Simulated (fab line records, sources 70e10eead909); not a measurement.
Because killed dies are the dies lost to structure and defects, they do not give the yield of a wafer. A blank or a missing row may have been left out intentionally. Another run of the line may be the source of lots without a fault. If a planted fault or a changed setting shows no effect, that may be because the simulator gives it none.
Chamber matching    flow nand-harc    rie-diel-06 running NHARC_A_CHANNEL_FILL_D2_STRIP_28: 4 sister chambers
The step strips in O2, time 20 s. 8 wafers are shown with their chamber, then 12 later ones without.

## WAFERS PAIRED WITH THEIR CHAMBERS
wafer   chamber  showerhead-plenum-p-Torr (Torr)  drypump-motor-current-A (A)
L080.3  3        3.60                             6.6
L083.6  0        3.42                             5.4
L085.1  3        3.60                             6.6
L085.2  0        3.41                             5.4
L085.5  1        3.44                             6.6
L088.2  2        3.32                             6.5
L088.4  1        3.44                             6.7
L088.5  2        3.32                             6.5

## WAFERS MISSING THEIR CHAMBER
wafer   showerhead-plenum-p-Torr (Torr)  drypump-motor-current-A (A)
L090.2  3.44                             6.6
L090.3  3.60                             6.6
L090.4  3.32                             6.5
L091.2  3.60                             6.6
L091.4  3.44                             6.7
L091.5  3.44                             6.6
L092.1  3.60                             6.6
L092.3  3.31                             6.5
L092.6  3.60                             6.6
L093.1  3.41                             5.4
L093.4  3.31                             6.5
L093.6  3.60                             6.6

## WHICH CHAMBER EACH ONE RAN IN
wafer   from the rows above  in truth
L090.2  1                    1
L090.3  3                    3
L090.4  2                    2
L091.2  3                    3
L091.4  1                    1
L091.5  1                    1
L092.1  3                    3
L092.3  2                    2
L092.6  3                    3
L093.1  0                    0
L093.4  2                    2
L093.6  3                    3
Correctly placed: 12 of 12. Number that these rows cannot place: 0. Number placed wrongly: 0.
How it was worked out, from the rows above alone: a wafer's distance from a chamber is the root of the sum, over the readings, of the square of ((its reading less the chamber's mean) divided by the reading's scatter). The wafer belongs to the nearest chamber; if the next one is less than 2 further off, it can't be placed. Each chamber's mean is taken over the wafers shown for it. How the scatter is found: for the shown wafers, subtract from each reading the mean of its chamber, square and add these, divide the total by (wafers less chambers), then take the root.
